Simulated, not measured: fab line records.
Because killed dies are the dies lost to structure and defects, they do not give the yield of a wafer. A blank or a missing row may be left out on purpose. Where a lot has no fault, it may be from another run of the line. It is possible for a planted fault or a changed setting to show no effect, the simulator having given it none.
The tool behind it: which one? | flow n5 finfet | Sampling: 7 lots, 20 wafers, 2 of 1938 route steps

WHAT THE GAUGES READ, wafer by wafer
N5_WELL_APT_OVL_MEAS_09.
lot  | measured    | on         | NWELL_OVL (nm)
L683 | day 2 19:45 | overlay-02 | 2 6 2
L686 | day 3 13:50 | overlay-02 | 1 6 0
L688 | day 4 01:43 | overlay-02 | 3 6 7
L691 | day 4 19:59 | overlay-02 | -4 2 5
L694 | day 5 13:43 | overlay-01 | -3 -1 -2
L696 | day 6 01:40 | overlay-01 | 7 -1 10
L699 | day 6 19:53 | overlay-02 | -5 3

WHAT TOOL EACH LOT RAN ON (gives the tool, then ch and the chambers of the sampled wafers, and finally the start)
lot  | N5_ZERO_LAYER_ETCH_17
L683 | rie diel-01 ch 1,3, day 2 18:44
L686 | rie diel-01 ch 0,2,3, day 3 12:50
L688 | rie diel-03 ch 0,3, day 4 00:50
L691 | rie diel-01 ch 0,1,3, day 4 18:47
L694 | rie diel-01 ch 0,1,3, day 5 12:43
L696 | rie diel-03 ch 0,1,3, day 6 00:46
L699 | rie diel-02 ch 0,1, day 6 18:53
- N5_ZERO_LAYER_ETCH_17: etches SiO2 in CF4, target depth 12 nm, time 13.3 s.

THE ANSWER, worked out from the rows above alone
Rule: usual is defined by the lots themselves. Put in order of their means at a reading, lots are off if they are a third of the lots or fewer, leave a main group of 4 or more, and stand apart from it by a gap of 3 or more times the standard deviation of the main group's means; of several such gaps the widest counts. The tables above print the reading to a certain number of digits; a main group whose means all agree to those digits is not used. A lot without any number at a reading at which 4 lots or more have one is off too. Any other lot the step has rows for is counted as sound.
Across all readings shown, no lot is off: no conclusion can be drawn from this.

WHAT THE SIMULATOR HAD INSERTED
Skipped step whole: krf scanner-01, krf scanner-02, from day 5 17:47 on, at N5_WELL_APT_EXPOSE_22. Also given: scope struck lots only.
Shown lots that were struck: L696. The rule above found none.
